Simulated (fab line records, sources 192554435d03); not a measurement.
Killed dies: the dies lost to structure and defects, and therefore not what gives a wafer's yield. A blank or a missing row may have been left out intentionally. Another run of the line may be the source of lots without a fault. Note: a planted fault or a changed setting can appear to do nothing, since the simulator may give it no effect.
Comparing a struck lot with a sound one ; flow n5 finfet ; 18 steps out of a route of 1938
Sound: wafers L661.1, L661.3, L661.5. The struck wafers were L667.2, L667.5, L667.6. The cause is named last.
At each step with rows: each side's tool, then ch and its chambers, then its first start. Under that, the readings that differ: sound wafers ; struck wafers ; difference of the means ; sigmas: that difference in standard deviations of wafers without a fault.
alike: a reading whose means differ by less than 2 such deviations, as well as words and numbers matching on both sides. not compared: withheld readings; readings where some wafer has no value; bounds like >300 that might hide an equal value; numbers whose values overlap and for which the record gives no deviation.
Wherever a step has rows on one side only, a row that says differs or no value, or a row with sigmas, the two part there. Numbers that don't overlap but have no deviation are shown without sigmas and don't part them. Lack of a reading on every wafer of one side parts them only where that side has two or more wafers.

N5_BEOL_M11_ETCH_61: etches SiARC in CF4, target depth 39 nm, time 65 s.
  sound on rie diel-04 ch 0,3, day 11 10:35; struck on rie diel-04 ch 0,1,3, day 13 15:25
  alike: chamber pressure mTorr, drypump motor current A, etch rf on time s, oes product au, rf vpp V, showerhead plenum p Torr, throttle valve pct
  not compared: rf hours counter h
N5_BEOL_M11_ETCH_62: etches SOC in N2/H2, target depth 110 nm, overetch 22 nm, time 165 s.
  sound on rie diel-04 ch 0,3, day 11 10:38; struck on rie diel-04 ch 0,1,3, day 13 15:28
  alike: chamber pressure mTorr, drypump motor current A, oes product au, rf vpp V, showerhead plenum p Torr, throttle valve pct
  not compared: rf hours counter h
then, 1 step without rows for these wafers: N5_BEOL_M11_STRIP_68 (strips in N2/H2).
N5_BEOL_M11_STRIP_67: strips in CF4.
  sound on rie diel-04 ch 0,3, day 11 10:47; struck on rie diel-04 ch 0,1,3, day 13 15:36
  alike: chamber pressure mTorr, drypump motor current A, oes product au, power w, rf vpp V, showerhead plenum p Torr, throttle valve pct
  not compared: rf hours counter h
N5_BEOL_M11_HM_OPEN_17: chemistry Cl2/BCl3, target TiN, target depth 20 nm, overetch 6 nm.
  sound on rie metal-01 ch 0,1, day 11 10:49; struck on rie metal-01 ch 0,1, day 13 15:38
  alike: chamber pressure mTorr, drypump motor current A, oes product au, throttle valve pct
  not compared: rf hours counter h
N5_BEOL_M11_STRIP_19: strips in O2.
  sound on rie diel-04 ch 0,2, day 11 10:56; struck on rie diel-01 ch 0,1, day 13 15:57
  alike: chamber pressure mTorr, drypump motor current A, oes product au, rf vpp V, showerhead plenum p Torr, throttle valve pct
  not compared: rf hours counter h
N5_BEOL_M11_CD_MEAS_18: pitch 140 nm, target cd 70 nm.
  sound on cd sem-01 at day 11 11:00; struck on cd sem-01 at day 13 16:01
  alike: cd nm
then, 5 steps without rows for these wafers: N5_BEOL_M11_COAT_63 (time 60 s, resist thk 100 nm); N5_BEOL_M11_COAT_64 (time 60 s, resist thk 30 nm); N5_BEOL_M11_COAT_22 (resist thk 90 nm); N5_BEOL_M11_EBR_24; N5_BEOL_M11_SOFTBAKE_23 (time 60 s).
N5_BEOL_M11_EXPOSE_25: exposes mask V10.
  sound on arfi scanner-01 ch 0, day 11 12:57; struck on arfi scanner-01 ch 0, day 13 18:37
reading;sound;struck;difference;sigmas
exposure dose mJ cm2;85.46 85.42 85.48;80.56 80.61 80.49;-4.90;-61
  alike: mask, focus offset nm
then, 2 steps without rows for these wafers: N5_BEOL_M11_PEB_26 (peb time 60 s); N5_BEOL_M11_DEVELOP_27 (develop time 30 s).
N5_BEOL_M11_CD_MEAS_28: target cd 70 nm.
  sound on cd sem-02 ch 0, day 11 13:05; struck on cd sem-02 ch 0, day 13 18:44
reading;sound;struck;difference;sigmas
cd nm (nm);69.3 71.4 69.3;64.7 64.8 64.2;-5.4;-5
N5_BEOL_M11_OVL_MEAS_29:
  sound on overlay-01 ch 0, day 11 13:07; struck on overlay-01 ch 0, day 13 18:46
  alike: V10_OVL
N5_PASSIVATION_PROBE_49:
  rows exist in the record for the struck wafers here (prober-01, day 15 10:40), but not for the sound ones

== WHERE THEY PART ==
Last at N5_PASSIVATION_PROBE_49 as far as this record goes, first at N5_BEOL_M11_EXPOSE_25.

WHY: what the simulator had put in
Process parameter drift: arfi scanner-01, from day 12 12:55 on, at N5_BEOL_M11_EXPOSE_25. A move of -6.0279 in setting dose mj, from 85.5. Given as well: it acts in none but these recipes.
